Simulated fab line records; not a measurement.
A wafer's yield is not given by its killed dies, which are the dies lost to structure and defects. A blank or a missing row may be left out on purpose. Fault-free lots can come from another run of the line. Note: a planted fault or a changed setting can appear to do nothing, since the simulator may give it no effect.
The tool behind it: which one? :: flow n5 finfet :: 10 lots, 30 wafers sampled, at 5 steps of a route of 1938

## WHAT EACH GAUGE READ, for each wafer
N5_STI_FIN_REVEAL_FIN_H_MEAS_10. Usual: 52.0 nm for trench depth nm, sd 0.58.
lot: L625
measured: day 3 01:26
on: ocd-02
trench depth nm (nm): 52.6 52.0 52.2
flag: 

lot: L627
measured: day 3 12:43
on: ocd-01
trench depth nm (nm): 51.4 51.4 51.6
flag: 

lot: L629
measured: day 4 01:11
on: ocd-02
trench depth nm (nm): 44.4 44.4 51.7
flag: OFF

lot: L630
measured: day 4 07:32
on: ocd-01
trench depth nm (nm): 52.4 51.6 44.1
flag: OFF

lot: L640
measured: day 6 18:10
on: ocd-02
trench depth nm (nm): 52.3 52.2 52.0
flag: 

lot: L642
measured: day 7 08:19
on: ocd-01
trench depth nm (nm): 51.6 51.7 51.5
flag: 

lot: L643
measured: day 7 11:52
on: ocd-02
trench depth nm (nm): 51.5 52.3 51.6
flag: 

lot: L644
measured: day 7 18:11
on: ocd-02
trench depth nm (nm): 52.1 52.4 52.0
flag: 

lot: L645
measured: day 8 00:16
on: ocd-01
trench depth nm (nm): 51.1 49.9 51.5
flag: 

lot: L646
measured: day 8 07:20
on: ocd-01
trench depth nm (nm): 51.1 52.4 52.4
flag: 

## EACH LOT AND THE TOOL THAT RAN IT (in order: tool; ch and the chambers of the sampled wafers; start)
lot: L625
N5_FIN_CUT_ETCH_21: rie diel-01 ch 0,1,2, day 2 14:44
N5_FIN_CUT_CUT_ETCH_27: rie diel-01 ch 0,1,2, day 2 15:08
N5_STI_FIN_REVEAL_DENSIFY_30: rtp anneal-02 ch 0, day 2 22:17
N5_STI_FIN_REVEAL_RECESS_09: vapor etch-01 ch 0,1, day 2 22:44

lot: L627
N5_FIN_CUT_ETCH_21: rie diel-01 ch 1,3, day 3 02:46
N5_FIN_CUT_CUT_ETCH_27: rie diel-01 ch 1,3, day 3 03:09
N5_STI_FIN_REVEAL_DENSIFY_30: rtp anneal-02 ch 0, day 3 09:35
N5_STI_FIN_REVEAL_RECESS_09: vapor etch-01 ch 0,1, day 3 10:01

lot: L629
N5_FIN_CUT_ETCH_21: rie diel-01 ch 2,3, day 3 14:55
N5_FIN_CUT_CUT_ETCH_27: rie diel-01 ch 2,3, day 3 15:18
N5_STI_FIN_REVEAL_DENSIFY_30: rtp anneal-02 ch 0, day 3 21:59
N5_STI_FIN_REVEAL_RECESS_09: vapor etch-01 ch 0,1, day 3 22:26

lot: L630
N5_FIN_CUT_ETCH_21: rie diel-04 ch 0,2,3, day 3 21:58
N5_FIN_CUT_CUT_ETCH_27: rie diel-04 ch 0,2,3, day 3 22:22
N5_STI_FIN_REVEAL_DENSIFY_30: rtp anneal-02 ch 0, day 4 04:19
N5_STI_FIN_REVEAL_RECESS_09: vapor etch-01 ch 0,1, day 4 04:47

lot: L640
N5_FIN_CUT_ETCH_21: rie diel-04 ch 0,1,3, day 6 08:39
N5_FIN_CUT_CUT_ETCH_27: rie diel-04 ch 0,1,3, day 6 09:02
N5_STI_FIN_REVEAL_DENSIFY_30: rtp anneal-01 ch 0, day 6 15:01
N5_STI_FIN_REVEAL_RECESS_09: vapor etch-02 ch 0,1, day 6 15:28

lot: L642
N5_FIN_CUT_ETCH_21: rie diel-05 ch 2,3, day 6 21:46
N5_FIN_CUT_CUT_ETCH_27: rie diel-05 ch 2,3, day 6 22:09
N5_STI_FIN_REVEAL_DENSIFY_30: rtp anneal-01 ch 0, day 7 04:39
N5_STI_FIN_REVEAL_RECESS_09: vapor etch-02 ch 0,1, day 7 05:10

lot: L643
N5_FIN_CUT_ETCH_21: rie diel-04 ch 1,2,3, day 7 02:23
N5_FIN_CUT_CUT_ETCH_27: rie diel-04 ch 1,2,3, day 7 02:46
N5_STI_FIN_REVEAL_DENSIFY_30: rtp anneal-02 ch 0, day 7 08:42
N5_STI_FIN_REVEAL_RECESS_09: vapor etch-01 ch 0,1, day 7 09:10

lot: L644
N5_FIN_CUT_ETCH_21: rie diel-01 ch 1,2, day 7 08:41
N5_FIN_CUT_CUT_ETCH_27: rie diel-01 ch 1,2, day 7 09:05
N5_STI_FIN_REVEAL_DENSIFY_30: rtp anneal-01 ch 0, day 7 14:58
N5_STI_FIN_REVEAL_RECESS_09: vapor etch-01 ch 0,1, day 7 15:26

lot: L645
N5_FIN_CUT_ETCH_21: rie diel-05 ch 0,1, day 7 14:33
N5_FIN_CUT_CUT_ETCH_27: rie diel-05 ch 0,1, day 7 14:56
N5_STI_FIN_REVEAL_DENSIFY_30: rtp anneal-01 ch 0, day 7 21:08
N5_STI_FIN_REVEAL_RECESS_09: vapor etch-01 ch 0,1, day 7 21:34

lot: L646
N5_FIN_CUT_ETCH_21: rie diel-05 ch 1,2,3, day 7 21:38
N5_FIN_CUT_CUT_ETCH_27: rie diel-05 ch 1,2,3, day 7 22:01
N5_STI_FIN_REVEAL_DENSIFY_30: rtp anneal-02 ch 0, day 8 04:10
N5_STI_FIN_REVEAL_RECESS_09: vapor etch-01 ch 0,1, day 8 04:38
- N5_FIN_CUT_ETCH_21: etches SOC in N2/H2, target depth 219 nm, overetch 43.8 nm, time 523.5 s.
- N5_FIN_CUT_CUT_ETCH_27: etches SiO2 in CHF3/O2, target depth 4 nm, overetch 2 nm, time 4.9 s.
- N5_STI_FIN_REVEAL_DENSIFY_30
- N5_STI_FIN_REVEAL_RECESS_09: chemistry HF/NH3, target SiO2, afs cycles 11, target depth 42.5 nm, sublimation time 60 s.

## WHAT THE TOOLS THEMSELVES READ (means of the sampled wafers that have a number; where no wafer has one, the mark that the record gives instead)
N5_FIN_CUT_ETCH_21. Usual: drypump motor current A 5.8 A, standard deviation 0.41; oes product au 0.74 a.u., standard deviation 0.071; rf vpp V 240.7 V, standard deviation 1.4; showerhead plenum p Torr 2.54 Torr, standard deviation 0.094; throttle valve pct 17.75 %, standard deviation 0.18.
lot: L625
tool: rie diel-01
drypump motor current A (A): 5.9
oes product au (a.u.): 0.78
rf vpp V (V): 240.8
showerhead plenum p Torr (Torr): 2.53
throttle valve pct (%): 17.67
flag: 

lot: L627
tool: rie diel-01
drypump motor current A (A): 6.2
oes product au (a.u.): 0.82
rf vpp V (V): 240.0
showerhead plenum p Torr (Torr): 2.52
throttle valve pct (%): 17.52
flag: 

lot: L629
tool: rie diel-01
drypump motor current A (A): 5.7
oes product au (a.u.): 0.76
rf vpp V (V): 240.5
showerhead plenum p Torr (Torr): 2.52
throttle valve pct (%): 17.59
flag: 

lot: L630
tool: rie diel-04
drypump motor current A (A): 5.5
oes product au (a.u.): 0.66
rf vpp V (V): 239.1
showerhead plenum p Torr (Torr): 2.44
throttle valve pct (%): 17.68
flag: 

lot: L640
tool: rie diel-04
drypump motor current A (A): 5.6
oes product au (a.u.): 0.71
rf vpp V (V): 241.2
showerhead plenum p Torr (Torr): 2.54
throttle valve pct (%): 17.71
flag: 

lot: L642
tool: rie diel-05
drypump motor current A (A): 5.6
oes product au (a.u.): 0.72
rf vpp V (V): 240.3
showerhead plenum p Torr (Torr): 2.60
throttle valve pct (%): 17.99
flag: 

lot: L643
tool: rie diel-04
drypump motor current A (A): 5.7
oes product au (a.u.): 0.77
rf vpp V (V): 241.7
showerhead plenum p Torr (Torr): 2.60
throttle valve pct (%): 17.64
flag: 

lot: L644
tool: rie diel-01
drypump motor current A (A): 6.0
oes product au (a.u.): 0.78
rf vpp V (V): 240.9
showerhead plenum p Torr (Torr): 2.48
throttle valve pct (%): 17.66
flag: 

lot: L645
tool: rie diel-05
drypump motor current A (A): 6.1
oes product au (a.u.): 0.79
rf vpp V (V): 240.6
showerhead plenum p Torr (Torr): 2.50
throttle valve pct (%): 17.78
flag: 

lot: L646
tool: rie diel-05
drypump motor current A (A): 5.9
oes product au (a.u.): 0.71
rf vpp V (V): 240.3
showerhead plenum p Torr (Torr): 2.55
throttle valve pct (%): 17.90
flag: 

N5_FIN_CUT_CUT_ETCH_27. Usual: drypump motor current A 5.8 A, standard deviation 0.42; oes_ar_750_au 0.80 a.u., standard deviation 0.078; oes product au 0.63 a.u., standard deviation 0.061; rf vpp V 521 V, standard deviation 9.9; showerhead plenum p Torr 2.41 Torr, standard deviation 0.077; throttle valve pct 18.81 %, standard deviation 0.14.
lot: L625
tool: rie diel-01
drypump motor current A (A): 5.9
oes_ar_750_au (a.u.): 0.84
oes product au (a.u.): 0.67
rf vpp V (V): 517
showerhead plenum p Torr (Torr): 2.41
throttle valve pct (%): 18.70
flag: 

lot: L627
tool: rie diel-01
drypump motor current A (A): 6.2
oes_ar_750_au (a.u.): 0.88
oes product au (a.u.): 0.69
rf vpp V (V): 515
showerhead plenum p Torr (Torr): 2.40
throttle valve pct (%): 18.58
flag: 

lot: L629
tool: rie diel-01
drypump motor current A (A): 5.7
oes_ar_750_au (a.u.): 0.82
oes product au (a.u.): 0.65
rf vpp V (V): 517
showerhead plenum p Torr (Torr): 2.41
throttle valve pct (%): 18.78
flag: 

lot: L630
tool: rie diel-04
drypump motor current A (A): 5.5
oes_ar_750_au (a.u.): 0.72
oes product au (a.u.): 0.57
rf vpp V (V): 520
showerhead plenum p Torr (Torr): 2.33
throttle valve pct (%): 18.84
flag: 

lot: L640
tool: rie diel-04
drypump motor current A (A): 5.6
oes_ar_750_au (a.u.): 0.79
oes product au (a.u.): 0.61
rf vpp V (V): 519
showerhead plenum p Torr (Torr): 2.42
throttle valve pct (%): 18.83
flag: 

lot: L642
tool: rie diel-05
drypump motor current A (A): 5.6
oes_ar_750_au (a.u.): 0.78
oes product au (a.u.): 0.61
rf vpp V (V): 530
showerhead plenum p Torr (Torr): 2.43
throttle valve pct (%): 18.90
flag: 

lot: L643
tool: rie diel-04
drypump motor current A (A): 5.7
oes_ar_750_au (a.u.): 0.83
oes product au (a.u.): 0.66
rf vpp V (V): 527
showerhead plenum p Torr (Torr): 2.47
throttle valve pct (%): 18.73
flag: 

lot: L644
tool: rie diel-01
drypump motor current A (A): 5.9
oes_ar_750_au (a.u.): 0.83
oes product au (a.u.): 0.67
rf vpp V (V): 511
showerhead plenum p Torr (Torr): 2.36
throttle valve pct (%): 18.66
flag: 

lot: L645
tool: rie diel-05
drypump motor current A (A): 6.0
oes_ar_750_au (a.u.): 0.85
oes product au (a.u.): 0.68
rf vpp V (V): 524
showerhead plenum p Torr (Torr): 2.39
throttle valve pct (%): 18.86
flag: 

lot: L646
tool: rie diel-05
drypump motor current A (A): 5.9
oes_ar_750_au (a.u.): 0.77
oes product au (a.u.): 0.60
rf vpp V (V): 523
showerhead plenum p Torr (Torr): 2.41
throttle valve pct (%): 18.90
flag: 

N5_STI_FIN_REVEAL_DENSIFY_30. Usual: lamp power pct 11.54 %, standard deviation 0.051; lamp_zone_7_pct 11.964 %, standard deviation 0.018.
lot: L625
tool: rtp anneal-02
lamp power pct (%): 11.56
lamp_zone_7_pct (%): 11.966
flag: 

lot: L627
tool: rtp anneal-02
lamp power pct (%): 11.53
lamp_zone_7_pct (%): 11.962
flag: 

lot: L629
tool: rtp anneal-02
lamp power pct (%): 11.55
lamp_zone_7_pct (%): 11.979
flag: 

lot: L630
tool: rtp anneal-02
lamp power pct (%): 11.53
lamp_zone_7_pct (%): 11.959
flag: 

lot: L640
tool: rtp anneal-01
lamp power pct (%): 11.52
lamp_zone_7_pct (%): 11.974
flag: 

lot: L642
tool: rtp anneal-01
lamp power pct (%): 11.53
lamp_zone_7_pct (%): 11.956
flag: 

lot: L643
tool: rtp anneal-02
lamp power pct (%): 11.58
lamp_zone_7_pct (%): 11.958
flag: 

lot: L644
tool: rtp anneal-01
lamp power pct (%): 11.55
lamp_zone_7_pct (%): 11.958
flag: 

lot: L645
tool: rtp anneal-01
lamp power pct (%): 11.52
lamp_zone_7_pct (%): 11.963
flag: 

lot: L646
tool: rtp anneal-02
lamp power pct (%): 11.53
lamp_zone_7_pct (%): 11.961
flag: 

N5_STI_FIN_REVEAL_RECESS_09. Usual: 5.42 A for drypump motor current A, sd 0.22.
lot: L625
tool: vapor etch-01
drypump motor current A (A): 5.52
flag: 

lot: L627
tool: vapor etch-01
drypump motor current A (A): 5.35
flag: 

lot: L629
tool: vapor etch-01
drypump motor current A (A): 5.32
flag: 

lot: L630
tool: vapor etch-01
drypump motor current A (A): 5.53
flag: 

lot: L640
tool: vapor etch-02
drypump motor current A (A): 5.37
flag: 

lot: L642
tool: vapor etch-02
drypump motor current A (A): 5.42
flag: 

lot: L643
tool: vapor etch-01
drypump motor current A (A): 5.52
flag: 

lot: L644
tool: vapor etch-01
drypump motor current A (A): 5.53
flag: 

lot: L645
tool: vapor etch-01
drypump motor current A (A): 5.33
flag: 

lot: L646
tool: vapor etch-01
drypump motor current A (A): 5.34
flag: 

## THE ANSWER, worked out from the rows above alone
Rule: take the mean of a lot's wafers that have a number; if it is more than 3 standard deviations from the usual mean, the lot is off. Also off: a lot with no number at a reading for which 4 or more lots have one. The other lots that the step has rows for count as sound. Order of review: gauges by route order, followed by the tools' own readings, for which a lot's mean as printed above is used. The first step at which some lot is off is used, and at that step the reading that is off furthest; a lot without a number counts as furthest.
Off: L629, L630 (N5_STI_FIN_REVEAL_FIN_H_MEAS_10, trench depth nm).
If a tool, at a process step before that reading, ran all the lots that are off and no sound lot after the first of them, it fits. Those tools and the gauges at N5_STI_FIN_REVEAL_FIN_H_MEAS_10 are tried in the same way. Of those tried, none fits.

## WHAT THE SIMULATOR PUT IN
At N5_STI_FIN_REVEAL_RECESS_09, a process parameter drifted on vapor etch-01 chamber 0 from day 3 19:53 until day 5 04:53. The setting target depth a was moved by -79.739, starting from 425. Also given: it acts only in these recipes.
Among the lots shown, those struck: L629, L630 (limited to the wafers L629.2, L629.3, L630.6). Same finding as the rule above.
